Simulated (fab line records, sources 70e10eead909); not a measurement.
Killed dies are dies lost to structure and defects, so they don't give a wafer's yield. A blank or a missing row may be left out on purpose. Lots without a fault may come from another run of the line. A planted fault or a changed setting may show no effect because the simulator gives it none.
Chamber matching | flow nand_harc | NHARC_P_M2_CMP_23 on cmp-03: 4 sister chambers
The step polishes, t overpolish 20 s, target thk 144.3 nm. 4 wafers are shown with their chamber, then 8 later ones without.

WAFERS WITH THEIR CHAMBER
wafer  | chamber | motor_current_A (A)
L083.5 | 1       | 12.9
L085.1 | 2       | 13.0
L085.3 | 3       | 10.9
L090.1 | 0       | 12.8

WAFERS WITHOUT THEIR CHAMBER
wafer  | motor_current_A (A)
L090.2 | 14.5
L090.3 | 10.8
L095.1 | 13.8
L095.4 | 14.0
L095.5 | 10.7
L097.1 | 14.0
L097.3 | 13.9
L097.4 | 12.2

WHICH CHAMBER EACH WENT THROUGH
wafer  | from the rows above               | in truth
L090.2 | can't be placed: 2 or 1 or 0      | 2
L090.3 | 3                                 | 3
L095.1 | can't be placed: 2 or 1 or 0      | 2
L095.4 | can't be placed: 2 or 1 or 0      | 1
L095.5 | 3                                 | 3
L097.1 | can't be placed: 2 or 1 or 0      | 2
L097.3 | can't be placed: 2 or 1 or 0      | 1
L097.4 | can't be placed: 0 or 1 or 2 or 3 | 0
Placed correctly: 2 of 8. Can't be placed from these rows: 6 (the true chamber is among the candidates in 6). Placed wrongly: 0.
How it was worked out, from the rows above alone: a wafer's distance from a chamber is the root of the sum, over the readings, of the square of ((its reading less the chamber's mean) divided by the reading's scatter). The wafer belongs to the nearest chamber; if the next one is less than 2 further off, it can't be placed. A chamber's mean is the mean of its shown wafers. The scatter: with one shown wafer a chamber, the root of the mean of the squares of how far each hidden wafer lies from its nearest shown one.
